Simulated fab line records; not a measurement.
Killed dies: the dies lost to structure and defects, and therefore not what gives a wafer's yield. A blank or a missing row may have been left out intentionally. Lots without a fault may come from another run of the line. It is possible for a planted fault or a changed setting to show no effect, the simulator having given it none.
Matching of chambers -- flow n5_finfet -- 3 sister chambers for N5_BEOL_M8_DEP_56 on pecvd-01
The step deposits SiCN from 3MS/NH3, target thk 10 nm, time 17.5 s. 3 wafers are shown with their chamber, then 8 later ones without.

WAFERS, EACH WITH ITS CHAMBER
wafer,chamber,throttle_valve_pct (%)
L090.2,2,8.8
L090.4,0,9.0
L094.1,1,9.5

WAFERS WITH NO CHAMBER GIVEN
wafer,throttle_valve_pct (%)
L094.4,8.8
L094.5,8.8
L092.4,9.5
L092.5,8.6
L092.6,8.7
L096.3,9.6
L096.4,8.9
L096.6,9.5

WHICH CHAMBER EACH ONE RAN IN
wafer,from the rows above,in truth
L094.4,2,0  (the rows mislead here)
L094.5,2,2
L092.4,1,1
L092.5,2,2
L092.6,2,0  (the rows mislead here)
L096.3,1,1
L096.4,can't be placed: 0 or 2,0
L096.6,1,1
Placed correctly: 5 of 8. These rows do not allow placing 1 (true chamber among the candidates in 1). Wrongly placed: 2.
How it was worked out, from the rows above alone: a wafer's distance from a chamber is the root of the sum, over the readings, of the square of ((its reading less the chamber's mean) divided by the reading's scatter). If the next closest chamber is less than 2 further off than the closest, the wafer can't be placed; otherwise it belongs to the closest. For every chamber, the mean is computed from those of its wafers that are shown. The scatter: with one shown wafer a chamber, the root of the mean of the squares of how far each hidden wafer lies from its nearest shown one.
